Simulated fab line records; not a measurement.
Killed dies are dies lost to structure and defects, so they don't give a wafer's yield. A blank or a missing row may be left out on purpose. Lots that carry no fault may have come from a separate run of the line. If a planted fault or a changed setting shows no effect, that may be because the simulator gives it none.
The tool behind it: which one? -- flow n5Finfet -- 35 wafers from 12 lots sampled at 2 of the route's 1938 steps

## WHAT EACH GAUGE READ, for each wafer
N5_SD_EPI_N_EPI_MEAS_23.
lot,measured,on,thkNm (nm)
L452,day 3 03:56,filmMetro-02,61.0 56.6 57.3
L454,day 3 17:18,filmMetro-01,58.7 56.7 59.4
L457,day 4 12:02,filmMetro-01,61.0 58.0 58.4
L458,day 4 17:14,filmMetro-01,57.7 59.3 58.8
L463,day 6 00:26,filmMetro-01,58.8 59.4 58.9
L466,day 6 18:11,filmMetro-02,60.7 57.4 59.6
L469,day 7 11:38,filmMetro-01,58.1 57.6
L470,day 7 17:55,filmMetro-02,58.0 58.7 60.1
L472,day 8 03:18,filmMetro-02,58.8 60.5 58.6
L473,day 8 11:25,filmMetro-02,61.9 57.3 60.7
L474,day 8 18:10,filmMetro-02,59.9 59.4 59.0
L475,day 8 23:03,filmMetro-01,59.1 59.9 59.8

## EACH LOT AND THE TOOL THAT RAN IT (in order: tool; ch and the chambers of the sampled wafers; start)
lot,N5_SD_EPI_N_SD_RECESS_17
L452,"rieSi-04 ch 0,1,2, day 3 00:29"
L454,"rieSi-02 ch 0,1, day 3 14:34"
L457,"rieSi-02 ch 0,1,3, day 4 09:20"
L458,"rieSi-04 ch 0,1,2, day 4 14:17"
L463,"rieSi-02 ch 0,2, day 5 20:59"
L466,"rieSi-03 ch 0,3, day 6 15:29"
L469,"rieSi-04 ch 1,2, day 7 08:11"
L470,"rieSi-02 ch 0,1, day 7 14:28"
L472,"rieSi-02 ch 1,3, day 8 00:34"
L473,"rieSi-03 ch 0,1,2, day 8 08:41"
L474,"rieSi-02 ch 2,3, day 8 15:27"
L475,"rieSi-04 ch 0,1, day 8 20:20"
- N5_SD_EPI_N_SD_RECESS_17: chemistry HBr/Cl2/O2, target depth 41 nm, time 23.7 s, bt time 3 s.

## WHAT THE TOOLS THEMSELVES READ (means of the sampled wafers that have a number; where no wafer has one, the mark that the record gives instead)
N5_SD_EPI_N_SD_RECESS_17.
lot,tool,drypumpMotorCurrentA (A),oesProductAu (a.u.),throttleValvePct (%)
L452,rieSi-04,5.8,1.000,36.9
L454,rieSi-02,5.4,0.993,36.7
L457,rieSi-02,5.6,0.984,36.9
L458,rieSi-04,5.9,1.000,36.9
L463,rieSi-02,6.0,0.993,37.3
L466,rieSi-03,6.3,0.990,37.7
L469,rieSi-04,5.5,0.998,37.2
L470,rieSi-02,5.2,0.980,36.9
L472,rieSi-02,6.0,0.988,37.0
L473,rieSi-03,6.2,0.997,37.6
L474,rieSi-02,6.4,0.996,37.3
L475,rieSi-04,5.6,1.003,36.8

## THE ANSWER, worked out from the rows above alone
Rule: what is usual is taken from the lots themselves. Put in order of their means at a reading, lots are off if they are a third of the lots or fewer, leave a main group of 4 or more, and stand apart from it by a gap of 3 or more times the standard deviation of the main group's means; of several such gaps the widest counts. A main group is skipped when, at the precision printed for the reading in the tables above, its means are all equal. A lot without any number at a reading at which 4 lots or more have one is off too. All remaining lots with rows at the step are treated as sound. Order of review: gauges by route order, followed by the tools' own readings, for which a lot's mean as printed above is used. The first step at which some lot is off is used, and at that step the reading that is off furthest; a lot without a number counts as furthest.
Across all readings shown, no lot is off: no conclusion can be drawn from this.

## WHAT THE SIMULATOR HAD INSERTED
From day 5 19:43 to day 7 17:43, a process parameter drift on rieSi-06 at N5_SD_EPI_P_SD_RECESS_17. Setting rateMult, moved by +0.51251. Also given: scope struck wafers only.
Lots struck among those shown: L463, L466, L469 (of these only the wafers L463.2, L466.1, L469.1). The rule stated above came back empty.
